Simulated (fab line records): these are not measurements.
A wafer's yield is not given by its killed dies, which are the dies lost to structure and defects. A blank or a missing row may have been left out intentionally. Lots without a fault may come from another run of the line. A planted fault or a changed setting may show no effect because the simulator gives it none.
One fault seen from 2 desks || flow nandHarc || only its own numbers are on each desk; what lay behind them is given at the end

## METROLOGY DESK
Lot by lot, what the gauges showed, no matter which tool ran the lot: averages of those sampled wafers that carry a number. Marked OUT: a lot whose mean sits more than 4 standard deviations from the usual mean, which makes it out of limits; the brackets give that distance.
Columns: A = cdNm at NHARC_A_BONDPAD_CD_MEAS_09, usual 499.6 nm
{"lot": "L290", "first seen here": "day 24 05:54", "A": 500.1}
{"lot": "L291", "first seen here": "day 24 10:23", "A": 497.8}
{"lot": "L294", "first seen here": "day 25 21:15", "A": 497.2}
{"lot": "L293", "first seen here": "day 25 21:49", "A": 498.9}
{"lot": "L295", "first seen here": "day 26 00:55", "A": 500.5}
{"lot": "L296", "first seen here": "day 26 12:26", "A": 499.2}
{"lot": "L297", "first seen here": "day 26 20:26", "A": 498.0}
{"lot": "L299", "first seen here": "day 27 10:17", "A": 498.4}
{"lot": "L298", "first seen here": "day 27 14:55", "A": 502.5}
{"lot": "L300", "first seen here": "day 27 22:41", "A": 498.4}
{"lot": "L305", "first seen here": "day 30 18:16", "A": 500.1}
{"lot": "L311", "first seen here": "day 33 12:50", "A": 499.2}
Finding of this desk: none of the 12 lots has anything out of limits.

## FOR THE TOOL OWNER'S DESK: rieDiel-01
The tool's own readings at NHARC_THIN_TSV_ETCH_44 (etches the open film in CF4/O2, target depth 1594.2 nm, time 797.1 s): means of the sampled wafers that have a number, for each lot that ran on this tool. Marked OUT: a lot whose mean sits more than 4 standard deviations from the usual mean, which makes it out of limits; the brackets give that distance.
Columns: A = drypumpMotorCurrentA at NHARC_THIN_TSV_ETCH_44, usual 5.67 A; B = o2FlowSccm at NHARC_THIN_TSV_ETCH_44, usual 10.001 sccm; C = oesProductAu at NHARC_THIN_TSV_ETCH_44, usual 1.000 a.u.; D = rfFwdPowerW at NHARC_THIN_TSV_ETCH_44, usual 299.6 W; E = rfVppV at NHARC_THIN_TSV_ETCH_44, usual 795 V; F = showerheadPlenumPTorr at NHARC_THIN_TSV_ETCH_44, usual 1.85 Torr; G = throttleValvePct at NHARC_THIN_TSV_ETCH_44, usual 16.916 %
{"lot": "L290", "first seen here": "day 24 21:11", "A": 5.73, "B": 10.006, "C": 0.998, "D": 299.8, "E": 796, "F": 1.85, "G": 16.917}
{"lot": "L291", "first seen here": "day 25 01:30", "A": 5.52, "B": 10.035, "C": 0.992, "D": 299.5, "E": 793, "F": 1.81, "G": 16.914}
{"lot": "L294", "first seen here": "day 26 12:31", "A": 5.39, "B": 9.980, "C": 0.994, "D": 300.4, "E": 794, "F": 1.83, "G": 16.909}
{"lot": "L297", "first seen here": "day 27 11:46", "A": 5.50, "B": 9.997, "C": 0.996, "D": 299.9, "E": 796, "F": 1.86, "G": 16.919}
{"lot": "L305", "first seen here": "day 31 09:35", "A": 5.53, "B": 10.002, "C": 1.017, "D": "312.2 (+14) OUT", "E": 793, "F": 1.81, "G": 16.916}
This desk finds L305 out of limits, L305 being first, at day 31 09:35 (rfFwdPowerW at NHARC_THIN_TSV_ETCH_44). L290, L291, L294, L297 stayed within limits.

## PUT TOGETHER
The tool owner's desk had the chance to raise an alarm at day 31 09:35 on L305.
At the metrology desk, nothing out of limits was observed.
The metrology desk holds a record of L305, inside its limits.
NHARC_THIN_TSV_ETCH_44 was run on rieDiel-01 by each of the lots named.

## WHAT HAD BEEN PUT IN BY THE SIMULATOR
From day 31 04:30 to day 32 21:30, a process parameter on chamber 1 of rieDiel-01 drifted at NHARC_THIN_TSV_ETCH_44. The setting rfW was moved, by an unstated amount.
Struck lots among those shown: L305.
Delay in hours, fault start to first out-of-limits reading, by desk: the tool owner's desk at 5.
